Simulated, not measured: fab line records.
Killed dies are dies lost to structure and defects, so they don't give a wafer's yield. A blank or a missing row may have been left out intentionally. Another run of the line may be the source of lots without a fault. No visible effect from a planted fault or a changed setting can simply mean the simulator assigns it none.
Split-lot trial || flow n5Finfet || route with 1938 steps; 7 lots, 21 wafers read

== ON THE SPLIT ==
At N5_BEOL_M1_ETCH_70 (etches SOC in N2/H2, target depth 80 nm, overetch 16 nm, time 120 s), the setting biasW was moved away from the recipe's 150 W on 6 of the 21 wafers read, by -14.3% to +14.3%. All remaining wafers had this setting at the recipe value.

Reading taken at the split's own step.

== THE READING ==
rfVppV, in V, at N5_BEOL_M1_ETCH_70 (etches SOC in N2/H2, target depth 80 nm, overetch 16 nm, time 120 s). A value of 525.4 V with a standard deviation of 2.8 V is what fault-free wafers of this fab line usually give.

{"wafer": "L076.3", "tool, chamber at the split": "rieDiel-05, 1", "biasW as run, W": 128.6, "against the recipe": "-14.3%", "rfVppV, V": 476.4, "against lot-mates on the recipe": -49.7}
{"wafer": "L076.4", "tool, chamber at the split": "rieDiel-05, 3", "biasW as run, W": 128.6, "against the recipe": "-14.3%", "rfVppV, V": 478.1, "against lot-mates on the recipe": -48.0}
{"wafer": "L076.5", "tool, chamber at the split": "rieDiel-05, 2", "biasW as run, W": 150, "against the recipe": "recipe", "rfVppV, V": 526.1, "against lot-mates on the recipe": "-"}
{"wafer": "L079.1", "tool, chamber at the split": "rieDiel-04, 0", "biasW as run, W": 171.5, "against the recipe": "+14.3%", "rfVppV, V": 573.8, "against lot-mates on the recipe": "+49.2"}
{"wafer": "L079.5", "tool, chamber at the split": "rieDiel-04, 0", "biasW as run, W": 150, "against the recipe": "recipe", "rfVppV, V": 527.8, "against lot-mates on the recipe": "-"}
{"wafer": "L079.6", "tool, chamber at the split": "rieDiel-04, 3", "biasW as run, W": 150, "against the recipe": "recipe", "rfVppV, V": 521.4, "against lot-mates on the recipe": "-"}
{"wafer": "L087.4", "tool, chamber at the split": "rieDiel-03, 2", "biasW as run, W": 150, "against the recipe": "recipe", "rfVppV, V": 529.0, "against lot-mates on the recipe": "-"}
{"wafer": "L087.5", "tool, chamber at the split": "rieDiel-03, 1", "biasW as run, W": 150, "against the recipe": "recipe", "rfVppV, V": 528.6, "against lot-mates on the recipe": "-"}
{"wafer": "L087.6", "tool, chamber at the split": "rieDiel-03, 0", "biasW as run, W": 150, "against the recipe": "recipe", "rfVppV, V": 522.0, "against lot-mates on the recipe": "-"}
{"wafer": "L086.1", "tool, chamber at the split": "rieDiel-03, 0", "biasW as run, W": 150, "against the recipe": "recipe", "rfVppV, V": 522.5, "against lot-mates on the recipe": "-"}
{"wafer": "L086.4", "tool, chamber at the split": "rieDiel-03, 3", "biasW as run, W": 158.7, "against the recipe": "+5.8%", "rfVppV, V": 543.0, "against lot-mates on the recipe": "+20.7"}
{"wafer": "L086.6", "tool, chamber at the split": "rieDiel-03, 0", "biasW as run, W": 150, "against the recipe": "recipe", "rfVppV, V": 522.1, "against lot-mates on the recipe": "-"}
{"wafer": "L088.1", "tool, chamber at the split": "rieDiel-04, 1", "biasW as run, W": 150, "against the recipe": "recipe", "rfVppV, V": 527.7, "against lot-mates on the recipe": "-"}
{"wafer": "L088.5", "tool, chamber at the split": "rieDiel-04, 0", "biasW as run, W": 150, "against the recipe": "recipe", "rfVppV, V": 527.2, "against lot-mates on the recipe": "-"}
{"wafer": "L088.6", "tool, chamber at the split": "rieDiel-04, 3", "biasW as run, W": 150, "against the recipe": "recipe", "rfVppV, V": 521.3, "against lot-mates on the recipe": "-"}
{"wafer": "L097.1", "tool, chamber at the split": "rieDiel-03, 1", "biasW as run, W": 150, "against the recipe": "recipe", "rfVppV, V": 527.0, "against lot-mates on the recipe": "-"}
{"wafer": "L097.3", "tool, chamber at the split": "rieDiel-03, 3", "biasW as run, W": 150, "against the recipe": "recipe", "rfVppV, V": 521.7, "against lot-mates on the recipe": "-"}
{"wafer": "L097.6", "tool, chamber at the split": "rieDiel-03, 1", "biasW as run, W": 150, "against the recipe": "recipe", "rfVppV, V": 527.7, "against lot-mates on the recipe": "-"}
{"wafer": "L096.1", "tool, chamber at the split": "rieDiel-04, 1", "biasW as run, W": 129.2, "against the recipe": "-13.9%", "rfVppV, V": 479.4, "against lot-mates on the recipe": -48.8}
{"wafer": "L096.2", "tool, chamber at the split": "rieDiel-04, 0", "biasW as run, W": 129.2, "against the recipe": "-13.9%", "rfVppV, V": 482.3, "against lot-mates on the recipe": -45.9}
{"wafer": "L096.6", "tool, chamber at the split": "rieDiel-04, 1", "biasW as run, W": 150, "against the recipe": "recipe", "rfVppV, V": 528.2, "against lot-mates on the recipe": "-"}

THE FIT
A straight line over all 21 wafers: rfVppV changes by +3.3 V for each +1% of biasW; r = +0.99; the points scatter about the line by 2.8 V.
The same after taking each lot's own level away (the mean of its wafers on the recipe; 21 wafers): +3.43 V for each +1%; r = +1.00; scatter 2.3 V.
According to that fit, moving biasW by its largest amount changes the reading by 49 V.
Measured against the standard deviation above, the lots' own levels, which go from 522.30 to 528.20 V, span 2.1 times it.
Hence the lot-to-lot level has little effect on the slope; both slopes agree.
Check: with one of the wafers moved furthest among these (+14.3%) left out of the fit, the line predicts +49.2 V for it against its lot-mates. It came out at +49.2 V against them.
Tool readings at the split's step, against how far the setting was moved: rfVppV r = +0.99.

== THESE WAFERS: OTHER SPLITS ==
These wafers also went through other splits before the reading. Each is held against what the fit with the lots' levels taken away leaves over:
{"other split on the same wafers": "N5_BEOL_M0_SAQP_SPACER2_ALD_26 targetThkA", "wafers away from the commonest value": 6, "r with rfVppV (lot level and that fit taken away)": "+0.00"}
{"other split on the same wafers": "N5_BEOL_M0_SAQP_COAT_87 tempC", "wafers away from the commonest value": 12, "r with rfVppV (lot level and that fit taken away)": -0.02}
{"other split on the same wafers": "N5_BEOL_M0_ETCH_138 sourceW", "wafers away from the commonest value": 10, "r with rfVppV (lot level and that fit taken away)": "+0.03"}

== THE WHOLE CHAIN: every reading that the file lists as answering this split, in the file's order ==
{"step": "N5_BEOL_M1_ETCH_70", "what it does": "etches SOC in N2/H2, target depth 80 nm, overetch 16 nm, time 120 s", "reading": "rfVppV", "change (the file's fit)": "+3.43 V for each +1% of the setting", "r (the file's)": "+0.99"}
{"step": "N5_BEOL_M1_ETCH_70", "what it does": "etches SOC in N2/H2, target depth 80 nm, overetch 16 nm, time 120 s", "reading": "SiARC_of_BEOL_M1_COAT_68.thkNm (the simulator's own value, which no gauge read)", "change (the file's fit)": "-0.0651 nm for each +1% of the setting", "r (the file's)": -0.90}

== FILE'S OWN FIT ==
rfVppV changes by +3.43 V for each +1% of biasW, r = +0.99.
